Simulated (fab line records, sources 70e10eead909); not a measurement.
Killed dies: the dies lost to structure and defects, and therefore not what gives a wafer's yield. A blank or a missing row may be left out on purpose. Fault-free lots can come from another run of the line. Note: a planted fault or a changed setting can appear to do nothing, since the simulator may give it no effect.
A single fault, viewed from 2 desks ; flow nand harc ; only its own numbers are on each desk; what lay behind them is given at the end

THE METROLOGY DESK
What the gauges read for every lot (on any tool): the sampled wafers with a number, averaged. Marked OUT: a lot whose mean sits more than 4 standard deviations from the usual mean, which makes it out of limits; the brackets give that distance.
Columns: A = thk nm at NHARC_A_BONDPAD_THK_MEAS_20, usual 170.1 nm
lot;first seen here;A
L522;day 23 17:22;168.9
L523;day 24 21:43;169.2
L525;day 24 23:56;169.1
L526;day 25 17:20;170.4
L528;day 26 16:06;171.9
L530;day 26 21:01;170.4
L529;day 26 22:00;171.0
L532;day 28 02:00;170.2
L533;day 28 19:57;170.2
L537;day 30 00:56;170.1
L543;day 32 03:03;170.5
L542;day 32 13:43;171.2
Finding of this desk: none of the 12 lots has anything out of limits.

FOR THE TOOL OWNER'S DESK: rie diel-10
The tool's own readings at NHARC_A_CONTACT_ETCH_78 (etches the open film in O2/COS, target depth 5300 nm, time 1378 s): means of the sampled wafers that have a number, for each lot that ran on this tool. Marked OUT: a lot whose mean sits more than 4 standard deviations from the usual mean, which makes it out of limits; the brackets give that distance.
Columns: A = drypump motor current A at NHARC_A_CONTACT_ETCH_78, usual 5.8 A; B = oes product au at NHARC_A_CONTACT_ETCH_78, usual 1.003 a.u.; C = rf vpp V at NHARC_A_CONTACT_ETCH_78, usual 313.5 V; D = showerhead plenum p Torr at NHARC_A_CONTACT_ETCH_78, usual 3.09 Torr; E = throttle valve pct at NHARC_A_CONTACT_ETCH_78, usual 28.331 %
lot;first seen here;A;B;C;D;E
L522;day 22 10:14;6.0;1.014;314.6;3.19;28.332
L525;day 23 16:26;6.0;1.012;315.4;3.21;28.328
L530;day 25 14:58;5.9;1.012;315.0;3.16;28.326
L532;day 26 20:04;5.7;1.015;315.5;3.27;28.335
L533;day 27 12:53;6.0;1.005;313.9;3.13;28.329
L537;day 28 15:34;5.9;1.006;314.4;3.15;28.342
Finding of this desk: none of the 6 lots has anything out of limits.

TAKEN TOGETHER
At the metrology desk, nothing out of limits was observed.
Nothing out of limits was seen by the tool owner's desk.

WHAT THE SIMULATOR HAD PUT IN
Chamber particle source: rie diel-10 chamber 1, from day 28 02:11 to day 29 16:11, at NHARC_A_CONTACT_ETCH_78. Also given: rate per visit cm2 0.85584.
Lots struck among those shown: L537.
